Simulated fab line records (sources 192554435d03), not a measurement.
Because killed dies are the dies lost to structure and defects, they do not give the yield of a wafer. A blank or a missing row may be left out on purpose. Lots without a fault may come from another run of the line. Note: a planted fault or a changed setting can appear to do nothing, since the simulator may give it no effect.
Lot-split experiment -- flow n5-finfet -- route with 1938 steps; 7 lots, 39 wafers read

THE SPLIT
At N5_MOL_CONTACT_COAG_ETCH_105 (etches SiARC in CF4, target depth 15.6 nm, time 26 s), the setting bias-w was moved away from the recipe's 36 W on 12 of the 39 wafers read, by +5.2% to +11.2%. The other wafers ran this setting at the recipe's value.

The reading is taken at the split's own step.

THE READING
rf-vpp-V, in V, at N5_MOL_CONTACT_COAG_ETCH_105 (etches SiARC in CF4, target depth 15.6 nm, time 26 s). Fault-free wafers of this fab line usually give 184.3 V, standard deviation 1.1 V.

wafer,"tool, chamber at the split","bias-w as run, W",against the recipe,"rf-vpp-V, V",against lot-mates on the recipe
L074.1,"rie-diel-03, 3",38.44,+6.8%,191.4,+7.7
L074.2,"rie-diel-03, 1",36,recipe,182.2,-
L074.3,"rie-diel-03, 2",38.44,+6.8%,193.8,+10.1
L074.4,"rie-diel-03, 0",36,recipe,184.0,-
L074.5,"rie-diel-03, 3",36,recipe,184.8,-
L074.6,"rie-diel-03, 0",38.44,+6.8%,191.3,+7.6
L076.1,"rie-diel-04, 1",36,recipe,185.3,-
L076.2,"rie-diel-04, 2",36,recipe,185.3,-
L076.3,"rie-diel-04, 3",36,recipe,182.5,-
L076.4,"rie-diel-04, 0",37.88,+5.2%,192.0,+7.6
L076.5,"rie-diel-04, 1",37.88,+5.2%,191.9,+7.5
L076.6,"rie-diel-04, 2",37.88,+5.2%,190.5,+6.1
L079.1,"rie-diel-03, 1",36,recipe,182.9,-
L079.3,"rie-diel-03, 3",36,recipe,185.9,-
L079.5,"rie-diel-03, 1",36,recipe,184.5,-
L083.1,"rie-diel-06, 0",36,recipe,184.7,-
L083.2,"rie-diel-06, 3",36,recipe,184.7,-
L083.3,"rie-diel-06, 2",36,recipe,181.9,-
L083.4,"rie-diel-06, 1",36,recipe,183.3,-
L083.5,"rie-diel-06, 2",36,recipe,184.0,-
L083.6,"rie-diel-06, 3",36,recipe,184.8,-
L089.1,"rie-diel-06, 1",36,recipe,183.4,-
L089.2,"rie-diel-06, 2",36,recipe,184.2,-
L089.3,"rie-diel-06, 0",40.04,+11.2%,194.6,+11.2
L089.4,"rie-diel-06, 3",40.04,+11.2%,198.5,+15.1
L089.5,"rie-diel-06, 2",36,recipe,182.5,-
L089.6,"rie-diel-06, 3",40.04,+11.2%,197.7,+14.3
L094.1,"rie-diel-03, 2",36,recipe,185.1,-
L094.2,"rie-diel-03, 0",36,recipe,183.5,-
L094.3,"rie-diel-03, 3",36,recipe,186.0,-
L094.4,"rie-diel-03, 1",36,recipe,183.0,-
L094.5,"rie-diel-03, 2",36,recipe,185.6,-
L094.6,"rie-diel-03, 1",36,recipe,182.9,-
L096.1,"rie-diel-04, 3",36,recipe,185.2,-
L096.2,"rie-diel-04, 1",36,recipe,185.1,-
L096.3,"rie-diel-04, 0",39.97,+11.0%,197.7,+12.7
L096.4,"rie-diel-04, 2",39.97,+11.0%,198.4,+13.4
L096.5,"rie-diel-04, 3",39.97,+11.0%,198.3,+13.3
L096.6,"rie-diel-04, 2",36,recipe,184.7,-

THE FIT
A straight line over all 39 wafers: rf-vpp-V changes by +1.21 V for each +1% of bias-w; r = +0.97; the points scatter about the line by 1.2 V.
The same after taking each lot's own level away (the mean of its wafers on the recipe; 39 wafers): +1.22 V for each +1%; r = +0.98; scatter 1.1 V.
The reading moves by 14 V for the largest change in bias-w, on that fit.
From 183.37 to 185.00 V: that is the span of the lots' own levels, equal to 1.5 times the standard deviation above.
Consequently the slope shifts little with the lot-to-lot level, the two slopes agreeing.
Check: for one of the wafers moved furthest among these (+11.2%), held out of the fit, the line's prediction against its lot-mates is +14.1 V. Against them it came out at +11.2 V.
Tool readings at the split's step, against how far the setting was moved: rf-vpp-V r = +0.97.

FILE'S OWN FIT
rf-vpp-V changes by +1.22 V for each +1% of bias-w, r = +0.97.
